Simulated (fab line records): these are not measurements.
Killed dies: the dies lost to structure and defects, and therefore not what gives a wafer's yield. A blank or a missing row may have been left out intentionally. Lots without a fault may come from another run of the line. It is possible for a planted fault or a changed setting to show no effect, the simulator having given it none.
Chamber matching | flow nand harc | 4 sister chambers for NHARC_A_M1_DESCUM_14 on rie diel-03
The step chemistry O2, time 3 s. 7 wafers are shown with their chamber, then 8 later ones without.

== WAFERS WITH THEIR CHAMBER ==
wafer  | chamber | drypump motor current A (A) | oes product au (a.u.)
L082.2 | 0       | 5.4                         | 0.999
L082.3 | 1       | 6.1                         | 0.978
L082.5 | 3       | 6.2                         | 0.978
L088.1 | 2       | 5.9                         | 0.995
L088.3 | 0       | 5.5                         | 1.005
L088.6 | 1       | 6.1                         | 0.983
L089.3 | 3       | 6.1                         | 0.997

== WAFERS MISSING THEIR CHAMBER ==
wafer  | drypump motor current A (A) | oes product au (a.u.)
L089.5 | 5.9                         | 0.985
L089.6 | 6.0                         | 0.983
L093.1 | 6.0                         | 1.001
L093.4 | 6.1                         | 1.001
L093.6 | 6.0                         | 1.001
L094.1 | 5.5                         | 1.009
L094.3 | 6.1                         | 0.994
L094.4 | 6.1                         | 0.990

== CHAMBER TAKEN BY EACH ==
wafer  | from the rows above          | in truth
L089.5 | 2                            | 2
L089.6 | can't be placed: 1 or 2 or 3 | 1
L093.1 | can't be placed: 2 or 1 or 3 | 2
L093.4 | can't be placed: 3 or 1 or 2 | 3
L093.6 | can't be placed: 2 or 1 or 3 | 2
L094.1 | 0                            | 0
L094.3 | can't be placed: 3 or 1      | 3
L094.4 | can't be placed: 3 or 1      | 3
2 of 8 placed correctly. These rows do not allow placing 6 (true chamber among the candidates in 6). Wrongly placed: 0.
How it was worked out, from the rows above alone: a wafer's distance from a chamber is the root of the sum, over the readings, of the square of ((its reading less the chamber's mean) divided by the reading's scatter). The wafer belongs to the nearest chamber; if the next one is less than 2 further off, it can't be placed. For every chamber, the mean is computed from those of its wafers that are shown. The scatter is the square root of a quotient: the sum, over the shown wafers, of each reading's squared deviation from its chamber's mean, divided by wafers minus chambers.
